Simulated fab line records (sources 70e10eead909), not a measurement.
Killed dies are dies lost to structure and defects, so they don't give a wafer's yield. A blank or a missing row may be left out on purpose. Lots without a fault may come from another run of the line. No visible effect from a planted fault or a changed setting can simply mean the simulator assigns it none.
Matching of chambers -- flow nandHarc -- rieSi-06 running NHARC_THIN_TSV_ETCH_15: 4 sister chambers
The step target depth 3000 nm, bosch target overetch cycles 2, bosch etch step 2.8 s. 8 wafers are shown with their chamber, then 10 later ones without.

WAFERS WITH THEIR CHAMBER
wafer,chamber,drypumpMotorCurrentA (A),heBacksideLeakSccm (sccm)
L080.3,2,5.4,2.9
L085.2,2,5.4,2.8
L090.4,1,5.8,2.8
L090.6,0,5.9,2.3
L087.5,1,5.8,2.7
L087.6,0,5.9,2.5
L091.2,3,5.4,2.6
L091.5,3,5.3,2.6

WAFERS WITH NO CHAMBER GIVEN
wafer,drypumpMotorCurrentA (A),heBacksideLeakSccm (sccm)
L091.6,5.4,2.9
L093.3,5.4,2.8
L093.4,5.9,2.4
L093.5,5.3,2.8
L094.3,5.3,2.7
L094.5,5.4,2.9
L094.6,5.8,2.8
L096.2,5.8,2.9
L096.5,5.3,2.6
L096.6,5.4,2.8

EACH ONE'S CHAMBER
wafer,from the rows above,in truth
L091.6,2,2
L093.3,2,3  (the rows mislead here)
L093.4,0,0
L093.5,can't be placed: 3 or 2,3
L094.3,can't be placed: 3 or 2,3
L094.5,2,2
L094.6,1,1
L096.2,1,1
L096.5,3,3
L096.6,2,2
Correct placement for 7 of the 10. Unplaceable from these rows: 2, with the true chamber sitting among the candidates in 2. Placed wrongly: 1.
How it was worked out, from the rows above alone: a wafer's distance from a chamber is the root of the sum, over the readings, of the square of ((its reading less the chamber's mean) divided by the reading's scatter). If the next closest chamber is less than 2 further off than the closest, the wafer can't be placed; otherwise it belongs to the closest. A chamber's mean is the mean of its shown wafers. How the scatter is found: for the shown wafers, subtract from each reading the mean of its chamber, square and add these, divide the total by (wafers less chambers), then take the root.
